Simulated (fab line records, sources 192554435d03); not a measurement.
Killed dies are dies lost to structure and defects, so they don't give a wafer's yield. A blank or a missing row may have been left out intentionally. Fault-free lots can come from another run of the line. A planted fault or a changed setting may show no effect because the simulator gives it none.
The tool behind it: which one? + flow n5_finfet + 24 lots, 72 wafers sampled, at 6 steps of a route of 1938

== WHAT THE GAUGES READ, wafer by wafer ==
N5_BEOL_M3_CD_MEAS_28: target cd 25.7 nm, target cd y 23.3 nm. Usual: cd_nm 25.64 nm, standard deviation 0.24.
| lot  | measured     | on        | cd_nm (nm)        | flag |
|------|--------------|-----------|-------------------|------|
| L076 | day 7 09:18  | cd_sem-03 | 25.67 25.16 25.67 |      |
| L074 | day 7 09:23  | cd_sem-01 | 25.88 25.73 25.70 |      |
| L075 | day 7 11:31  | cd_sem-01 | 25.45 25.83 25.83 |      |
| L077 | day 7 20:55  | cd_sem-03 | 25.17 25.53 25.50 |      |
| L078 | day 8 03:02  | cd_sem-03 | 25.86 25.66 25.57 |      |
| L079 | day 8 04:14  | cd_sem-03 | 25.73 25.58 25.73 |      |
| L080 | day 8 19:07  | cd_sem-03 | 25.37 26.14 25.50 |      |
| L081 | day 9 02:37  | cd_sem-03 | 25.36 25.66 25.75 |      |
| L082 | day 9 03:16  | cd_sem-03 | 25.61 25.19 25.77 |      |
| L083 | day 9 12:06  | cd_sem-01 | 25.77 25.85 25.71 |      |
| L084 | day 9 12:17  | cd_sem-02 | 25.72 25.54 25.49 |      |
| L085 | day 9 22:59  | cd_sem-01 | 25.73 25.82 25.56 |      |
| L086 | day 10 03:42 | cd_sem-01 | 25.45 25.79 25.32 |      |
| L088 | day 10 12:14 | cd_sem-01 | 25.43 25.99 26.09 |      |
| L087 | day 10 17:33 | cd_sem-03 | 25.62 25.26 25.34 |      |
| L089 | day 11 02:08 | cd_sem-03 | 25.17 25.71 25.61 |      |
| L090 | day 11 09:25 | cd_sem-02 | 26.14 26.09 25.51 |      |
| L091 | day 11 09:36 | cd_sem-02 | 25.71 25.59 25.42 |      |
| L092 | day 11 21:35 | cd_sem-01 | 25.73 25.82 25.71 |      |
| L093 | day 11 21:48 | cd_sem-02 | 25.48 25.50 25.25 |      |
| L094 | day 12 00:32 | cd_sem-01 | 25.90 25.44 25.61 |      |
| L095 | day 12 12:27 | cd_sem-01 | 25.82 25.62 25.52 |      |
| L096 | day 12 18:25 | cd_sem-01 | 25.51 25.74 26.12 |      |
| L097 | day 12 21:26 | cd_sem-03 | 25.52 25.54 25.06 |      |

N5_BEOL_M3_INSPECT_30: inspects for defects (brightfield). Usual: raw_defect_count 406, standard deviation 89.
| lot  | measured     | on                | raw_defect_count | flag |
|------|--------------|-------------------|------------------|------|
| L076 | day 7 09:23  | defect_inspect-02 | 371 366 404      |      |
| L074 | day 7 09:29  | defect_inspect-01 | 280 305 246      |      |
| L075 | day 7 11:36  | defect_inspect-01 | 320 348 426      |      |
| L077 | day 7 21:00  | defect_inspect-02 | 332 686 502      |      |
| L078 | day 8 03:07  | defect_inspect-01 | 391 291 362      |      |
| L079 | day 8 04:19  | defect_inspect-01 | 497 435 445      |      |
| L080 | day 8 19:12  | defect_inspect-01 | 407 652 320      |      |
| L081 | day 9 02:42  | defect_inspect-01 | 491 369 468      |      |
| L082 | day 9 03:21  | defect_inspect-01 | 402 396 338      |      |
| L083 | day 9 12:11  | defect_inspect-01 | 498 451 666      |      |
| L084 | day 9 12:22  | defect_inspect-02 | 456 493 394      |      |
| L085 | day 9 23:04  | defect_inspect-02 | 392 489 462      |      |
| L086 | day 10 03:47 | defect_inspect-02 | 482 498 501      |      |
| L088 | day 10 12:19 | defect_inspect-02 | 449 393 312      |      |
| L087 | day 10 17:38 | defect_inspect-01 | 344 361 447      |      |
| L089 | day 11 02:14 | defect_inspect-01 | 383 345 317      |      |
| L090 | day 11 09:31 | defect_inspect-02 | 382 308 413      |      |
| L091 | day 11 09:41 | defect_inspect-01 | 454 391 403      |      |
| L092 | day 11 21:41 | defect_inspect-02 | 508 540 420      |      |
| L093 | day 11 21:53 | defect_inspect-02 | 302 369 294      |      |
| L094 | day 12 00:37 | defect_inspect-01 | 416 392 545      |      |
| L095 | day 12 12:32 | defect_inspect-02 | 433 293 525      |      |
| L096 | day 12 18:30 | defect_inspect-02 | 409 398 469      |      |
| L097 | day 12 21:32 | defect_inspect-02 | 331 576 350      |      |

== WHAT TOOL EACH LOT RAN ON (gives the tool, then ch and the chambers of the sampled wafers, and finally the start) ==
| lot  | N5_BEOL_M2_SPUTTER_86        | N5_BEOL_M2_SPUTTER_92        | N5_BEOL_M3_PECVD_72             | N5_BEOL_M3_ETCH_74                 |
|------|------------------------------|------------------------------|---------------------------------|------------------------------------|
| L076 | pvd_sputter-02, day 7 03:07  | pvd_sputter-02, day 7 03:47  | pecvd-02 ch 0,1,2, day 7 05:53  | rie_diel-02 ch 2,3, day 7 08:18    |
| L074 | pvd_sputter-01, day 7 04:52  | pvd_sputter-01, day 7 05:31  | pecvd-01 ch 0,2, day 7 07:15    | rie_diel-03 ch 1,3, day 7 08:36    |
| L075 | pvd_sputter-01, day 7 06:42  | pvd_sputter-01, day 7 07:22  | pecvd-02 ch 0,1, day 7 09:01    | rie_diel-06 ch 1,2, day 7 10:36    |
| L077 | pvd_sputter-02, day 7 16:59  | pvd_sputter-02, day 7 17:39  | pecvd-02 ch 0,1,2, day 7 19:19  | rie_diel-06 ch 0,2,3, day 7 20:05  |
| L078 | pvd_sputter-01, day 7 20:46  | pvd_sputter-01, day 7 21:25  | pecvd-02 ch 1,2, day 7 23:59    | rie_diel-02 ch 0,2,3, day 8 02:14  |
| L079 | pvd_sputter-01, day 8 00:16  | pvd_sputter-01, day 8 00:55  | pecvd-02 ch 1,2, day 8 02:38    | rie_diel-02 ch 0,2,3, day 8 03:31  |
| L080 | pvd_sputter-01, day 8 13:27  | pvd_sputter-01, day 8 14:07  | pecvd-01 ch 1,2, day 8 15:49    | rie_diel-06 ch 0,2, day 8 18:15    |
| L081 | pvd_sputter-02, day 8 21:11  | pvd_sputter-02, day 8 21:50  | pecvd-02 ch 0,1,2, day 8 23:46  | rie_diel-02 ch 0,2, day 9 01:46    |
| L082 | pvd_sputter-03, day 8 22:49  | pvd_sputter-03, day 8 23:29  | pecvd-03 ch 0,1,2, day 9 01:25  | rie_diel-06 ch 1,2,3, day 9 02:33  |
| L083 | pvd_sputter-01, day 9 02:42  | pvd_sputter-01, day 9 03:22  | pecvd-01 ch 1,2, day 9 08:18    | rie_diel-03 ch 2,3, day 9 11:10    |
| L084 | pvd_sputter-03, day 9 03:58  | pvd_sputter-03, day 9 04:37  | pecvd-01 ch 0,1, day 9 08:53    | rie_diel-03 ch 0,1,3, day 9 11:23  |
| L085 | pvd_sputter-03, day 9 16:58  | pvd_sputter-03, day 9 17:38  | pecvd-01 ch 0,2, day 9 21:19    | rie_diel-06 ch 0,1,3, day 9 22:08  |
| L086 | pvd_sputter-02, day 9 23:38  | pvd_sputter-02, day 10 00:18 | pecvd-01 ch 1,2, day 10 02:04   | rie_diel-02 ch 1,2, day 10 02:56   |
| L088 | pvd_sputter-01, day 10 07:43 | pvd_sputter-01, day 10 08:23 | pecvd-03 ch 0,1, day 10 10:05   | rie_diel-02 ch 0,2,3, day 10 11:23 |
| L087 | pvd_sputter-02, day 10 12:29 | pvd_sputter-02, day 10 13:09 | pecvd-02 ch 0,1, day 10 15:01   | rie_diel-03 ch 0,2,3, day 10 16:43 |
| L089 | pvd_sputter-02, day 10 21:41 | pvd_sputter-02, day 10 22:21 | pecvd-02 ch 0,2, day 11 00:08   | rie_diel-06 ch 0,2, day 11 01:22   |
| L090 | pvd_sputter-03, day 11 02:49 | pvd_sputter-03, day 11 03:29 | pecvd-02 ch 0,1,2, day 11 05:57 | rie_diel-02 ch 0,2, day 11 08:35   |
| L091 | pvd_sputter-02, day 11 04:27 | pvd_sputter-02, day 11 05:07 | pecvd-03 ch 0,2, day 11 06:52   | rie_diel-03 ch 0,1,3, day 11 08:46 |
| L092 | pvd_sputter-01, day 11 17:47 | pvd_sputter-01, day 11 18:26 | pecvd-02 ch 0,1, day 11 20:09   | rie_diel-02 ch 0,3, day 11 20:45   |
| L093 | pvd_sputter-03, day 11 17:55 | pvd_sputter-03, day 11 18:34 | pecvd-01 ch 1,2, day 11 20:13   | rie_diel-03 ch 1,2,3, day 11 20:58 |
| L094 | pvd_sputter-02, day 11 18:40 | pvd_sputter-02, day 11 19:24 | pecvd-03 ch 0,2, day 11 21:23   | rie_diel-02 ch 0,1, day 11 23:42   |
| L095 | pvd_sputter-02, day 12 07:53 | pvd_sputter-02, day 12 08:33 | pecvd-01 ch 1,2, day 12 10:16   | rie_diel-03 ch 0,1, day 12 11:37   |
| L096 | pvd_sputter-01, day 12 13:12 | pvd_sputter-01, day 12 13:52 | pecvd-02 ch 0,2, day 12 15:38   | rie_diel-03 ch 0,2, day 12 17:34   |
| L097 | pvd_sputter-01, day 12 16:34 | pvd_sputter-01, day 12 17:13 | pecvd-01 ch 1,2, day 12 18:59   | rie_diel-06 ch 0,1,3, day 12 20:41 |
- N5_BEOL_M2_SPUTTER_86: material Cu, target thk 4.5 nm, time 8.29 s.
- N5_BEOL_M2_SPUTTER_92: material Cu, target thk 4.5 nm, time 8.29 s.
- N5_BEOL_M3_PECVD_72: deposits SiO2 from TEOS/O2, target thk 16 nm, time 18 s.
- N5_BEOL_M3_ETCH_74: etches underlayer in N2/H2, target depth 6.5 nm, time 5.2 s.

== WHAT THE TOOLS THEMSELVES READ (means of the sampled wafers that have a number; where no wafer has one, the mark that the record gives instead) ==
N5_BEOL_M2_SPUTTER_86. Usual: throttle_valve_pct 29.9 %, standard deviation 1.1.
| lot  | tool           | throttle_valve_pct (%) | flag |
|------|----------------|------------------------|------|
| L076 | pvd_sputter-02 | 29.3                   |      |
| L074 | pvd_sputter-01 | 30.5                   |      |
| L075 | pvd_sputter-01 | 31.2                   |      |
| L077 | pvd_sputter-02 | 30.0                   |      |
| L078 | pvd_sputter-01 | 30.6                   |      |
| L079 | pvd_sputter-01 | 30.3                   |      |
| L080 | pvd_sputter-01 | 31.3                   |      |
| L081 | pvd_sputter-02 | 30.0                   |      |
| L082 | pvd_sputter-03 | 29.9                   |      |
| L083 | pvd_sputter-01 | 30.3                   |      |
| L084 | pvd_sputter-03 | 29.7                   |      |
| L085 | pvd_sputter-03 | 29.9                   |      |
| L086 | pvd_sputter-02 | 29.4                   |      |
| L088 | pvd_sputter-01 | 29.5                   |      |
| L087 | pvd_sputter-02 | 29.3                   |      |
| L089 | pvd_sputter-02 | 30.1                   |      |
| L090 | pvd_sputter-03 | 29.4                   |      |
| L091 | pvd_sputter-02 | 29.4                   |      |
| L092 | pvd_sputter-01 | 31.2                   |      |
| L093 | pvd_sputter-03 | 29.4                   |      |
| L094 | pvd_sputter-02 | 30.0                   |      |
| L095 | pvd_sputter-02 | 30.0                   |      |
| L096 | pvd_sputter-01 | 30.2                   |      |
| L097 | pvd_sputter-01 | 30.6                   |      |

N5_BEOL_M2_SPUTTER_92. Usual: throttle_valve_pct 29.9 %, standard deviation 1.
| lot  | tool           | throttle_valve_pct (%) | flag |
|------|----------------|------------------------|------|
| L076 | pvd_sputter-02 | 29.4                   |      |
| L074 | pvd_sputter-01 | 30.6                   |      |
| L075 | pvd_sputter-01 | 31.1                   |      |
| L077 | pvd_sputter-02 | 29.9                   |      |
| L078 | pvd_sputter-01 | 30.8                   |      |
| L079 | pvd_sputter-01 | 30.2                   |      |
| L080 | pvd_sputter-01 | 31.1                   |      |
| L081 | pvd_sputter-02 | 30.0                   |      |
| L082 | pvd_sputter-03 | 30.0                   |      |
| L083 | pvd_sputter-01 | 30.2                   |      |
| L084 | pvd_sputter-03 | 29.7                   |      |
| L085 | pvd_sputter-03 | 29.9                   |      |
| L086 | pvd_sputter-02 | 29.4                   |      |
| L088 | pvd_sputter-01 | 29.6                   |      |
| L087 | pvd_sputter-02 | 29.5                   |      |
| L089 | pvd_sputter-02 | 30.1                   |      |
| L090 | pvd_sputter-03 | 29.4                   |      |
| L091 | pvd_sputter-02 | 29.4                   |      |
| L092 | pvd_sputter-01 | 31.2                   |      |
| L093 | pvd_sputter-03 | 29.5                   |      |
| L094 | pvd_sputter-02 | 30.1                   |      |
| L095 | pvd_sputter-02 | 30.0                   |      |
| L096 | pvd_sputter-01 | 30.2                   |      |
| L097 | pvd_sputter-01 | 30.6                   |      |

N5_BEOL_M3_PECVD_72. Usual: heater_power_w 685 W, standard deviation 83; rf_fwd_power_W 445.1 W, standard deviation 1.5; showerhead_plenum_p_Torr 8.78 Torr, standard deviation 0.055; throttle_valve_pct 22.4 %, standard deviation 1.2.
| lot  | tool     | heater_power_w (W) | rf_fwd_power_W (W) | showerhead_plenum_p_Torr (Torr) | throttle_valve_pct (%) | flag |
|------|----------|--------------------|--------------------|---------------------------------|------------------------|------|
| L076 | pecvd-02 | 702                | 444.9              | 8.77                            | 22.9                   |      |
| L074 | pecvd-01 | 639                | 444.5              | 8.77                            | 21.6                   |      |
| L075 | pecvd-02 | 833                | 446.4              | 8.81                            | 21.9                   |      |
| L077 | pecvd-02 | 736                | 445.2              | 8.78                            | 22.8                   |      |
| L078 | pecvd-02 | 696                | 444.6              | 8.73                            | 23.9                   |      |
| L079 | pecvd-02 | 677                | 447.3              | 8.78                            | 23.8                   |      |
| L080 | pecvd-01 | 672                | 445.9              | 8.80                            | 22.0                   |      |
| L081 | pecvd-02 | 715                | 446.3              | 8.77                            | 23.0                   |      |
| L082 | pecvd-03 | 651                | 443.9              | 8.76                            | 22.9                   |      |
| L083 | pecvd-01 | 636                | 444.1              | 8.77                            | 21.9                   |      |
| L084 | pecvd-01 | 660                | 444.6              | 8.85                            | 21.8                   |      |
| L085 | pecvd-01 | 670                | 446.5              | 8.79                            | 21.5                   |      |
| L086 | pecvd-01 | 607                | 445.8              | 8.81                            | 22.1                   |      |
| L088 | pecvd-03 | 716                | 446.8              | 8.70                            | 23.9                   |      |
| L087 | pecvd-02 | 759                | 444.4              | 8.81                            | 22.0                   |      |
| L089 | pecvd-02 | 730                | 445.8              | 8.77                            | 21.3                   |      |
| L090 | pecvd-02 | 677                | 444.1              | 8.77                            | 22.1                   |      |
| L091 | pecvd-03 | 708                | 445.3              | 8.77                            | 23.8                   |      |
| L092 | pecvd-02 | 753                | 445.0              | 8.80                            | 22.8                   |      |
| L093 | pecvd-01 | 626                | 444.8              | 8.79                            | 22.0                   |      |
| L094 | pecvd-03 | 688                | 445.2              | 8.76                            | 23.7                   |      |
| L095 | pecvd-01 | 644                | 444.4              | 8.81                            | 22.1                   |      |
| L096 | pecvd-02 | 802                | 445.8              | 8.76                            | 21.4                   |      |
| L097 | pecvd-01 | 636                | 446.8              | 8.81                            | 22.1                   |      |

N5_BEOL_M3_ETCH_74. Usual: bias_w 150.0 W, standard deviation 0.43; drypump_motor_current_A 5.9 A, standard deviation 0.47; etch_rf_on_time_s 5.29 s, standard deviation 0.19; oes_product_au 0.69 a.u., standard deviation 0.085; rf_fwd_power_W 820.0 W, standard deviation 2.4; rf_vpp_V 523.9 V, standard deviation 2.4; showerhead_plenum_p_Torr 2.55 Torr, standard deviation 0.073; throttle_valve_pct 17.8 %, standard deviation 0.33.
| lot  | tool        | bias_w (W) | drypump_motor_current_A (A) | etch_rf_on_time_s (s) | oes_product_au (a.u.) | rf_fwd_power_W (W) | rf_vpp_V (V) | showerhead_plenum_p_Torr (Torr) | throttle_valve_pct (%) | flag |
|------|-------------|------------|-----------------------------|-----------------------|-----------------------|--------------------|--------------|---------------------------------|------------------------|------|
| L076 | rie_diel-02 | 150.6      | 5.6                         | 5.24                  | 0.69                  | 820.7              | 523.3        | 2.50                            | 17.9                   |      |
| L074 | rie_diel-03 | 149.7      | 5.7                         | 5.34                  | 0.60                  | 821.3              | 523.2        | 2.55                            | 18.0                   |      |
| L075 | rie_diel-06 | 149.8      | 5.4                         | 5.43                  | 0.70                  | 818.1              | 523.3        | 2.54                            | 18.1                   |      |
| L077 | rie_diel-06 | 150.1      | 5.6                         | 5.37                  | 0.70                  | 818.3              | 524.8        | 2.61                            | 17.9                   |      |
| L078 | rie_diel-02 | 149.8      | 5.9                         | 5.33                  | 0.64                  | 818.9              | 524.2        | 2.54                            | 17.9                   |      |
| L079 | rie_diel-02 | 149.6      | 5.9                         | 5.40                  | 0.63                  | 822.9              | 523.5        | 2.54                            | 17.9                   |      |
| L080 | rie_diel-06 | 150.1      | 5.5                         | 5.46                  | 0.65                  | 818.7              | 523.9        | 2.56                            | 18.2                   |      |
| L081 | rie_diel-02 | 149.7      | 6.2                         | 5.23                  | 0.76                  | 820.8              | 523.5        | 2.55                            | 17.9                   |      |
| L082 | rie_diel-06 | 150.0      | 5.4                         | 5.25                  | 0.72                  | 819.1              | 523.6        | 2.58                            | 17.8                   |      |
| L083 | rie_diel-03 | 150.1      | 6.3                         | 5.39                  | 0.71                  | 817.4              | 525.0        | 2.59                            | 17.6                   |      |
| L084 | rie_diel-03 | 149.8      | 5.9                         | 5.31                  | 0.67                  | 819.1              | 521.8        | 2.50                            | 17.8                   |      |
| L085 | rie_diel-06 | 150.0      | 5.6                         | 5.09                  | 0.74                  | 820.9              | 525.7        | 2.59                            | 17.7                   |      |
| L086 | rie_diel-02 | 149.8      | 6.4                         | 5.29                  | 0.71                  | 822.3              | 524.7        | 2.55                            | 17.8                   |      |
| L088 | rie_diel-02 | 149.6      | 5.9                         | 5.23                  | 0.71                  | 818.2              | 523.4        | 2.53                            | 17.7                   |      |
| L087 | rie_diel-03 | 150.0      | 6.2                         | 5.38                  | 0.71                  | 818.9              | 524.1        | 2.56                            | 17.6                   |      |
| L089 | rie_diel-06 | 149.9      | 5.8                         | 5.24                  | 0.67                  | 819.0              | 524.1        | 2.57                            | 18.2                   |      |
| L090 | rie_diel-02 | 149.9      | 6.2                         | 5.33                  | 0.65                  | 818.8              | 524.9        | 2.57                            | 17.7                   |      |
| L091 | rie_diel-03 | 150.2      | 5.9                         | 5.31                  | 0.65                  | 817.4              | 523.0        | 2.50                            | 17.8                   |      |
| L092 | rie_diel-02 | 149.8      | 5.6                         | 5.24                  | 0.65                  | 820.1              | 523.4        | 2.51                            | 17.6                   |      |
| L093 | rie_diel-03 | 150.5      | 6.0                         | 5.43                  | 0.64                  | 820.2              | 525.3        | 2.52                            | 17.8                   |      |
| L094 | rie_diel-02 | 150.2      | 6.5                         | 5.37                  | 0.63                  | 823.3              | 523.8        | 2.56                            | 17.6                   |      |
| L095 | rie_diel-03 | 150.1      | 6.0                         | 5.21                  | 0.72                  | 821.1              | 521.8        | 2.45                            | 17.6                   |      |
| L096 | rie_diel-03 | 149.9      | 6.5                         | 5.32                  | 0.74                  | 821.0              | 524.5        | 2.54                            | 17.4                   |      |
| L097 | rie_diel-06 | 150.1      | 5.7                         | 5.11                  | 0.72                  | 820.5              | 525.2        | 2.58                            | 17.8                   |      |

== THE ANSWER, worked out from the rows above alone ==
Rule: a lot counts as off when the mean over its wafers that have a number is more than 3 standard deviations away from the usual mean. Also off: a lot with no number at a reading for which 4 or more lots have one. All remaining lots with rows at the step are treated as sound. Order of review: gauges by route order, followed by the tools' own readings, for which a lot's mean as printed above is used. The first step at which some lot is off is used, and at that step the reading that is off furthest; a lot without a number counts as furthest.
Nothing can be told from this: no lot is off at any reading shown.

== WHAT THE SIMULATOR PUT IN ==
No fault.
